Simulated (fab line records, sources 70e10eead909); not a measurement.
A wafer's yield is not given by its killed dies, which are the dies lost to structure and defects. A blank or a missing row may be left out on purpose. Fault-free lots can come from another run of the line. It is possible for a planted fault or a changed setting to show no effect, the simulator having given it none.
Chamber matching | flow nandHarc | NHARC_A_STAIRCASE_DEP_325 on pecvd-02 has 3 sister chambers
The step deposits SiO2, target thk 3800 nm. 6 wafers are shown with their chamber, then 8 later ones without.

WAFERS PAIRED WITH THEIR CHAMBERS
wafer  | chamber | heaterPowerW (W)
L078.1 | 0       | 699
L078.6 | 0       | 670
L082.6 | 2       | 681
L085.5 | 2       | 688
L085.6 | 1       | 687
L088.1 | 1       | 826

WAFERS MISSING THEIR CHAMBER
wafer  | heaterPowerW (W)
L088.2 | 668
L088.4 | 702
L094.1 | 716
L094.3 | 700
L094.4 | 706
L096.2 | 816
L096.4 | 637
L096.6 | 691

WHICH CHAMBER EACH WENT THROUGH
wafer  | from the rows above          | in truth
L088.2 | can't be placed: 0 or 2 or 1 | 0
L088.4 | can't be placed: 0 or 2 or 1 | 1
L094.1 | can't be placed: 0 or 2 or 1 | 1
L094.3 | can't be placed: 0 or 2 or 1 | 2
L094.4 | can't be placed: 0 or 2 or 1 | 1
L096.2 | can't be placed: 1 or 0 or 2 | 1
L096.4 | can't be placed: 0 or 2 or 1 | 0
L096.6 | can't be placed: 0 or 2 or 1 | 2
0 of 8 placed correctly. These rows do not allow placing 8 (true chamber among the candidates in 8). Wrongly placed: 0.
How it was worked out, from the rows above alone: a wafer's distance from a chamber is the root of the sum, over the readings, of the square of ((its reading less the chamber's mean) divided by the reading's scatter). If the next closest chamber is less than 2 further off than the closest, the wafer can't be placed; otherwise it belongs to the closest. For every chamber, the mean is computed from those of its wafers that are shown. The scatter is the square root of a quotient: the sum, over the shown wafers, of each reading's squared deviation from its chamber's mean, divided by wafers minus chambers.
